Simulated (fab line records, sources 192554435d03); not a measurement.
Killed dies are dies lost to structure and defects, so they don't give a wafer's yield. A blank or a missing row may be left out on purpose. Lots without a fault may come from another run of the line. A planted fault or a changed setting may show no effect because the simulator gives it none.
Chamber matching | flow n5_finfet | N5_MOL_CONTACT_COAG_DESCUM_13 on rie_diel-01: 4 sister chambers
The step chemistry O2, time 7 s. 20 wafers are shown with their chamber, then 10 later ones without.

WAFERS WITH THEIR CHAMBER
wafer  | chamber | showerhead_plenum_p_Torr (Torr) | throttle_valve_pct (%) | rf_vpp_V (V)
L074.1 | 1       | 2.24                            | 20.37                  | 244.0
L074.3 | 2       | 2.13                            | 20.48                  | 243.3
L074.5 | 1       | 2.24                            | 20.38                  | 245.6
L077.1 | 2       | 2.13                            | 20.49                  | 243.5
L077.3 | 3       | 1.97                            | 20.58                  | 241.9
L077.5 | 2       | 2.13                            | 20.49                  | 244.2
L079.3 | 2       | 2.13                            | 20.49                  | 243.0
L079.4 | 0       | 2.09                            | 20.35                  | 243.8
L079.6 | 0       | 2.09                            | 20.34                  | 243.8
L080.1 | 2       | 2.13                            | 20.50                  | 245.2
L080.2 | 3       | 1.97                            | 20.59                  | 240.0
L080.6 | 1       | 2.23                            | 20.41                  | 244.6
L082.2 | 0       | 2.09                            | 20.38                  | 245.4
L082.4 | 1       | 2.23                            | 20.43                  | 245.0
L082.6 | 0       | 2.09                            | 20.38                  | 244.1
L089.2 | 2       | 2.12                            | 20.26                  | 244.1
L089.4 | 1       | 2.22                            | 20.46                  | 242.9
L089.6 | 2       | 2.12                            | 20.28                  | 243.8
L090.1 | 1       | 2.22                            | 20.45                  | 245.3
L090.5 | 0       | 2.08                            | 20.41                  | 243.9

SIGNATURES (means of the wafers above)
reading                  | chamber 0 | chamber 1 | chamber 2 | chamber 3 | scatter within a chamber
showerhead_plenum_p_Torr | 2.0880    | 2.2300    | 2.1271    | 1.9700    | 0.00624
throttle_valve_pct       | 20.3720   | 20.4167   | 20.4271   | 20.5850   | 0.0704
rf_vpp_V                 | 244.200   | 244.567   | 243.871   | 240.950   | 0.856
Rule: a wafer's distance from a chamber is the root of the sum, over the readings, of the square of ((its reading less the chamber's mean) divided by the reading's scatter). The wafer belongs to the nearest chamber; if the next one is less than 2 further off, it can't be placed. The scatter: the root of (the sum of the squares of (reading less its chamber's mean) over the shown wafers, divided by (wafers less chambers)).

WAFERS WITHOUT THEIR CHAMBER
wafer  | showerhead_plenum_p_Torr (Torr) | throttle_valve_pct (%) | rf_vpp_V (V)
L090.6 | 2.22                            | 20.44                  | 245.4
L093.3 | 2.08                            | 20.41                  | 244.9
L093.4 | 2.12                            | 20.28                  | 245.9
L093.5 | 2.08                            | 20.42                  | 243.1
L094.4 | 2.08                            | 20.44                  | 244.5
L094.5 | 2.08                            | 20.42                  | 243.1
L094.6 | 2.22                            | 20.13                  | 245.9
L097.1 | 2.11                            | 20.29                  | 243.5
L097.4 | 2.21                            | 20.47                  | 244.1
L097.5 | 2.21                            | 20.48                  | 243.4

WHICH CHAMBER EACH WENT THROUGH
wafer  | from the rows above     | in truth
L090.6 | 1                       | 1
L093.3 | 0                       | 0
L093.4 | 2                       | 2
L093.5 | 0                       | 0
L094.4 | 0                       | 0
L094.5 | 0                       | 0
L094.6 | 1                       | 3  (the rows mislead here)
L097.1 | can't be placed: 2 or 0 | 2
L097.4 | 1                       | 1
L097.5 | 1                       | 1
Placed correctly: 8 of 10. Can't be placed from these rows: 1 (the true chamber is among the candidates in 1). Placed wrongly: 1.
